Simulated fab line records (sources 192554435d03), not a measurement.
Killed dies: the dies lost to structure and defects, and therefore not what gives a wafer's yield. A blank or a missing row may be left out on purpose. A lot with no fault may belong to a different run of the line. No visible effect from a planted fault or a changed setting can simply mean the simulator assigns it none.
Comparing a struck lot with a sound one / flow n5 finfet / 35 steps out of a route of 1938
Sound: these wafers, L318.3, L318.4, L318.5. The struck wafers were L306.2, L306.4, L306.6. The cause comes at the end.
Each step with rows lists, per side, the tool, then ch with its chambers, then its first start. Under that, the readings that differ: sound wafers / struck wafers / difference of the means / sigmas: that difference in standard deviations of wafers without a fault.
alike: words and numbers the same on both sides, and readings whose means are apart by under 2 such deviations; not compared: readings that were withheld, readings missing a value for some wafer, numbers with overlapping values and no deviation given by the record, and bounds like >300 which may hide the same value.
The two part at a step that has a row with sigmas, a row that says differs or no value, or rows on one side only. Non-overlapping numbers with no deviation appear without sigmas and do not part them. A reading missing from all wafers of one side parts the sides only when that side holds two or more wafers.

first, 11 steps without rows for these wafers: N5_BEOL_M6_HM_STRIP_39 (strips TiN in peroxide tin strip, target depth 25 nm, time 158 s); N5_BEOL_M6_SRD_40 (time 30 s); N5_BEOL_M6_PRECLEAN_42 (cleans in residue remover, time 60 s); N5_BEOL_M6_SRD_43 (time 30 s); N5_BEOL_M6_CURE_75 (cures SiCOH lowk, time 120 s); N5_BEOL_M6_DEGAS_44 (time 60 s); N5_BEOL_M6_PRE_CLEAN_45 (time 30 s); N5_BEOL_M6_ALD_77 (deposits TaN, target thk 2 nm, pulse time 2 s, purge time 3 s); N5_BEOL_M6_SURFACE_TREAT_79; N5_BEOL_M6_CVD_78 (deposits Co from CCTBA/H2, target thk 2 nm, time 142.3 s); N5_BEOL_M6_SPUTTER_48 (material Cu, target thk 10 nm, time 1.667 s).
N5_BEOL_M6_ECD_50: material Cu, target thk 300 nm.
  sound on ecd cu-01 ch 0,1, day 13 16:25; struck on ecd cu-01 ch 0, day 10 08:51
then, 22 steps without rows for these wafers: N5_BEOL_M6_ANNEAL_51 (time 90 s); N5_BEOL_M6_CMP_52 (polishes, stops on SiCOH lowk, t overpolish 6.9 s, target thk 80 nm); N5_BEOL_M6_PRE_CLEAN_55 (time 15 s); N5_BEOL_M6_DEP_56 (deposits SiCN from 3MS/NH3, target thk 10 nm, time 17.5 s); N5_BEOL_M7_ILD_DEP_00 (deposits SiCOH lowk from DEMS/porogen, target thk 179.75 nm, time 33.4 s); N5_BEOL_M7_CURE_74 (cures SiCOH lowk, time 240 s); N5_BEOL_M7_PECVD_70 (deposits SiO2 from TEOS/O2, target thk 20 nm, time 22.7 s); N5_BEOL_M7_HM_DEP_02 (deposits TiN, target thk 20 nm); N5_BEOL_M7_COAT_59 (time 60 s, resist thk 100 nm); N5_BEOL_M7_COAT_60 (time 60 s, resist thk 35 nm); N5_BEOL_M7_COAT_05 (resist thk 90 nm); N5_BEOL_M7_EBR_07; N5_BEOL_M7_SOFTBAKE_06 (time 60 s); N5_BEOL_M7_EXPOSE_08 (exposes mask M7); N5_BEOL_M7_PEB_09 (peb time 60 s); N5_BEOL_M7_DEVELOP_10 (develop time 30 s); N5_BEOL_M7_DESCUM_16 (chemistry O2, time 7.9 s); N5_BEOL_M7_ETCH_61 (etches SiARC in CF4, target depth 45.5 nm, time 75.8 s); N5_BEOL_M7_ETCH_62 (etches SOC in N2/H2, target depth 110 nm, overetch 22 nm, time 165 s); N5_BEOL_M7_STRIP_68 (strips in N2/H2); N5_BEOL_M7_STRIP_67 (strips in CF4); N5_BEOL_M7_HM_OPEN_17 (chemistry Cl2/BCl3, target TiN, target depth 20 nm, overetch 6 nm).
-- here the record skips 4 days between the struck wafers' starts before and after, leaving off in module BEOL_M7 and picking up in module PASSIVATION (first step shown: number 1936 of the route) --
N5_PASSIVATION_PROBE_49:
  record: rows for the struck wafers here (prober-02, day 14 03:28), none for the sound ones

## WHERE THEY PART
At N5_PASSIVATION_PROBE_49 and nowhere else, as far as this record goes.

WHY: the cause the simulator had injected
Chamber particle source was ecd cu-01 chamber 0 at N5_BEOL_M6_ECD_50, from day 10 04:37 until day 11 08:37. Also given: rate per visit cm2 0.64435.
